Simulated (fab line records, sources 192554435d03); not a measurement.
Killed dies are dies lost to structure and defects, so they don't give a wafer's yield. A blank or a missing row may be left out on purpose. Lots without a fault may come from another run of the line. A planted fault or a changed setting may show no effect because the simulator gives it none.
Problem report in the 8D (eight disciplines) form, filled by code | flow n5_finfet | the parts of the form that need people (team, actions taken, sign-off) are left out

1. THE PROBLEM
rf_fwd_power_W at N5_GATE_CUT_CUT_ETCH_53 reads a mean of 665.0 W on 9 wafers of 3 lots; wafers without a fault read 877.7 W with a standard deviation of 2.6. That is -82 standard deviations from the usual mean.
The step: etches W in SF6/Cl2, target depth 79.2 nm.
First seen on wafer L775.1, day 7 01:17, on rie_metal-02. The record holds 30 wafers of 10 lots with a number at this step. Rule for "out", or "out of limits": more than 4 standard deviations from the usual mean. The other wafers with a number count as sound.

2. WHAT IT IS AND WHAT IT IS NOT
question                    | is                                | is not
which readings at this step | rf_fwd_power_W, etch_rf_on_time_s | drypump_motor_current_A, oes_product_au, throttle_valve_pct
which lots                  | L775, L778, L779                  | L766, L770, L772, L777, L784, L785, L788
which wafers of those lots  | all that have a number            | -
read on which tools         | rie_metal-02                      | rie_metal-01, rie_metal-03
when                        | from day 7 01:17                  | up to then (9 sound wafers); but 12 sound wafers of L777, L784, L785, L788 came after

3. SUSPECTS, AND WHAT RULES EACH OUT
Counting: a tool at a process step up to the reading stays a suspect if it ran every lot that is out and no sound lot after the first of them.
- rie_metal-02 at N5_GATE_CUT_CUT_ETCH_53 (etches W in SF6/Cl2, target depth 79.2 nm): kept. It ran every lot that is out, first L775 (day 7 01:17), and no sound lot after that; its last sound lot up to then is L772 (day 6 07:11). Its own readings are out on those wafers: etch_rf_on_time_s, rf_fwd_power_W.
Left after counting: rie_metal-02 at N5_GATE_CUT_CUT_ETCH_53.

4. THE CAUSE (what the simulator had put in)
Process parameter drift: rie_metal-02, from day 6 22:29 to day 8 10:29, at N5_GATE_CUT_CUT_ETCH_53. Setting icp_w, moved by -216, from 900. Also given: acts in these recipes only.
Counting left only this tool.

5. THE CHAIN OF EFFECTS, in route order
Each row: a reading whose mean over the struck wafers that have a number lies more than 3 standard deviations from the usual. Only readings for which the record gives a usual standard deviation are gone through. hours: the time from each lot's start at the first step in this table that gives one to its start at this step, as a median over the lots. sigmas: the change in usual standard deviations.
hours | step                    | reading           | usual   | on struck wafers | change | sigmas
0     | N5_GATE_CUT_CUT_ETCH_53 | etch_rf_on_time_s | 26.1 s  | 33.5             | +7.4   | +20
0     | N5_GATE_CUT_CUT_ETCH_53 | rf_fwd_power_W    | 877.7 W | 665.0            | -212.7 | -82
The process steps in it:
- N5_GATE_CUT_CUT_ETCH_53: etches W in SF6/Cl2, target depth 79.2 nm.
Later measuring or inspecting steps at which every struck wafer that the step has a row for has a number for every such reading, and none has moved that far: N5_BEOL_M4_RC_MEAS_101.

6. WHAT WOULD HAVE CAUGHT IT SOONER
In this record the first reading out of limits was taken at day 7 01:17, 3 hours after the fault began at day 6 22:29.
